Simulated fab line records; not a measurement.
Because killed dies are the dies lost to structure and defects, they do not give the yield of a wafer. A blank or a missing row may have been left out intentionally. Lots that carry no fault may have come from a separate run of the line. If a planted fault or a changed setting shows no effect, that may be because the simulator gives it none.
Matching of chambers | flow n5_finfet | rie_diel-04 running N5_HKMG_FIN_STRIP_90: 4 sister chambers
The step strips SOC in N2/H2, time 20 s. 8 wafers are shown with their chamber, then 7 later ones without.

## WAFERS PAIRED WITH THEIR CHAMBERS
wafer  | chamber | drypump_motor_current_A (A) | showerhead_plenum_p_Torr (Torr)
L075.6 | 3       | 5.6                         | 3.34
L085.3 | 1       | 5.4                         | 3.41
L085.6 | 2       | 6.4                         | 3.23
L088.1 | 0       | 6.2                         | 3.23
L088.2 | 3       | 5.7                         | 3.33
L088.4 | 2       | 6.4                         | 3.23
L091.1 | 0       | 6.1                         | 3.23
L091.3 | 1       | 5.4                         | 3.40

## WAFERS WHOSE CHAMBER IS MISSING
wafer  | drypump_motor_current_A (A) | showerhead_plenum_p_Torr (Torr)
L091.4 | 5.7                         | 3.33
L092.2 | 6.2                         | 3.23
L092.4 | 5.7                         | 3.33
L092.6 | 6.4                         | 3.22
L095.1 | 6.2                         | 3.23
L095.2 | 5.7                         | 3.32
L095.4 | 6.4                         | 3.22

## THE CHAMBER EACH PASSED THROUGH
wafer  | from the rows above | in truth
L091.4 | 3                   | 3
L092.2 | 0                   | 0
L092.4 | 3                   | 3
L092.6 | 2                   | 2
L095.1 | 0                   | 0
L095.2 | 3                   | 3
L095.4 | 2                   | 2
Placed correctly: 7 of 7. Not placeable from these rows: 0. Number placed wrongly: 0.
How it was worked out, from the rows above alone: a wafer's distance from a chamber is the root of the sum, over the readings, of the square of ((its reading less the chamber's mean) divided by the reading's scatter). The wafer belongs to the nearest chamber; if the next one is less than 2 further off, it can't be placed. A chamber's mean is the mean of its shown wafers. The scatter is the square root of a quotient: the sum, over the shown wafers, of each reading's squared deviation from its chamber's mean, divided by wafers minus chambers.
